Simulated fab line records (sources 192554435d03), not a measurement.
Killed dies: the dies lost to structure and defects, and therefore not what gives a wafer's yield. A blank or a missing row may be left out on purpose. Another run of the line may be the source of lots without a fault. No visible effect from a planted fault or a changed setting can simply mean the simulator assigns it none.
Which tool is to blame? / flow n5Finfet / 10 lots, 30 wafers sampled, at 3 steps of a route of 1938

WHAT THE GAUGES READ, wafer by wafer
N5_BEOL_M11_OVL_MEAS_12.
lot=L485; measured=day 11 03:20; on=overlay-02; M11_OVL (nm)=0.7 1.4 2.8
lot=L483; measured=day 11 03:23; on=overlay-01; M11_OVL (nm)=-0.2 -0.2 1.9
lot=L487; measured=day 11 15:35; on=overlay-01; M11_OVL (nm)=-0.1 0.4 1.6
lot=L496; measured=day 14 03:48; on=overlay-02; M11_OVL (nm)=17.8 18.5 18.0
lot=L497; measured=day 14 18:56; on=overlay-01; M11_OVL (nm)=18.1 18.6 18.9
lot=L500; measured=day 15 00:15; on=overlay-01; M11_OVL (nm)=0.7 0.1 0.7
lot=L502; measured=day 15 04:14; on=overlay-02; M11_OVL (nm)=-1.3 -0.9 -0.4
lot=L503; measured=day 15 20:24; on=overlay-02; M11_OVL (nm)=-0.8 1.4 0.1
lot=L504; measured=day 16 08:28; on=overlay-01; M11_OVL (nm)=1.2 1.0 1.0
lot=L505; measured=day 16 14:22; on=overlay-02; M11_OVL (nm)=1.1 0.4 -0.9

WHAT TOOL EACH LOT RAN ON (gives the tool, then ch and the chambers of the sampled wafers, and finally the start)
lot=L485; N5_BEOL_M10_SURFACE_TREAT_76=pvdSputter-03, day 10 23:05; N5_BEOL_M11_EXPOSE_08=arfiScanner-01 ch 0, day 11 03:11
lot=L483; N5_BEOL_M10_SURFACE_TREAT_76=pvdSputter-03, day 10 23:50; N5_BEOL_M11_EXPOSE_08=arfiScanner-01 ch 0, day 11 03:14
lot=L487; N5_BEOL_M10_SURFACE_TREAT_76=pvdSputter-02, day 11 12:16; N5_BEOL_M11_EXPOSE_08=arfiScanner-02 ch 0, day 11 15:26
lot=L496; N5_BEOL_M10_SURFACE_TREAT_76=pvdSputter-01, day 13 23:47; N5_BEOL_M11_EXPOSE_08=arfiScanner-01 ch 0, day 14 03:38
lot=L497; N5_BEOL_M10_SURFACE_TREAT_76=pvdSputter-03, day 14 15:28; N5_BEOL_M11_EXPOSE_08=arfiScanner-01 ch 0, day 14 18:48
lot=L500; N5_BEOL_M10_SURFACE_TREAT_76=pvdSputter-01, day 14 21:17; N5_BEOL_M11_EXPOSE_08=arfiScanner-02 ch 0, day 15 00:06
lot=L502; N5_BEOL_M10_SURFACE_TREAT_76=pvdSputter-03, day 14 23:20; N5_BEOL_M11_EXPOSE_08=arfiScanner-03 ch 0, day 15 04:04
lot=L503; N5_BEOL_M10_SURFACE_TREAT_76=pvdSputter-02, day 15 16:16; N5_BEOL_M11_EXPOSE_08=arfiScanner-03 ch 0, day 15 20:15
lot=L504; N5_BEOL_M10_SURFACE_TREAT_76=pvdSputter-02, day 16 02:53; N5_BEOL_M11_EXPOSE_08=arfiScanner-02 ch 0, day 16 08:20
lot=L505; N5_BEOL_M10_SURFACE_TREAT_76=pvdSputter-03, day 16 08:40; N5_BEOL_M11_EXPOSE_08=arfiScanner-03 ch 0, day 16 14:13
- N5_BEOL_M10_SURFACE_TREAT_76
- N5_BEOL_M11_EXPOSE_08: exposes mask M11.

AS READ BY THE TOOLS THEMSELVES (means over the sampled wafers that have a number; for cases with no such wafer, the mark the record gives instead)
The record holds no such reading with a usual standard deviation.

THE ANSWER, worked out from the rows above alone
Rule: the usual values come from the lots themselves. The widest of any qualifying gaps counts: lots, ordered by their means at a reading, are off when they make up no more than a third of the lots, leave a main group of 4 or more, and stand apart from it by 3 or more times the standard deviation of that group's means. A main group is skipped when, at the precision printed for the reading in the tables above, its means are all equal. A lot without any number at a reading at which 4 lots or more have one is off too. All remaining lots with rows at the step are treated as sound. First the gauges in route order, then the tools' own readings, where a lot's mean is used as printed above. The first step at which some lot is off is used, and at that step the reading that is off furthest; a lot without a number counts as furthest.
Off: at N5_BEOL_M11_OVL_MEAS_12 (M11_OVL), L496, L497. For the main group the mean is 0.5 nm and the standard deviation 0.68.
If a tool, at a process step before that reading, ran all the lots that are off and no sound lot after the first of them, it fits. Gauges at N5_BEOL_M11_OVL_MEAS_12: tried the same way as those tools. One fits: arfiScanner-01 at N5_BEOL_M11_EXPOSE_08. A fault onset in the window from L483 (day 11 03:14, its last sound lot) to L496 (day 14 03:38, its first lot off) fits.

WHAT HAD BEEN PUT IN BY THE SIMULATOR
Scanner matching overlay: arfiScanner-01, from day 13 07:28 on, at N5_BEOL_M11_EXPOSE_08. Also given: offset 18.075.
Shown lots that were struck: L496, L497. The rule given above showed the same thing.
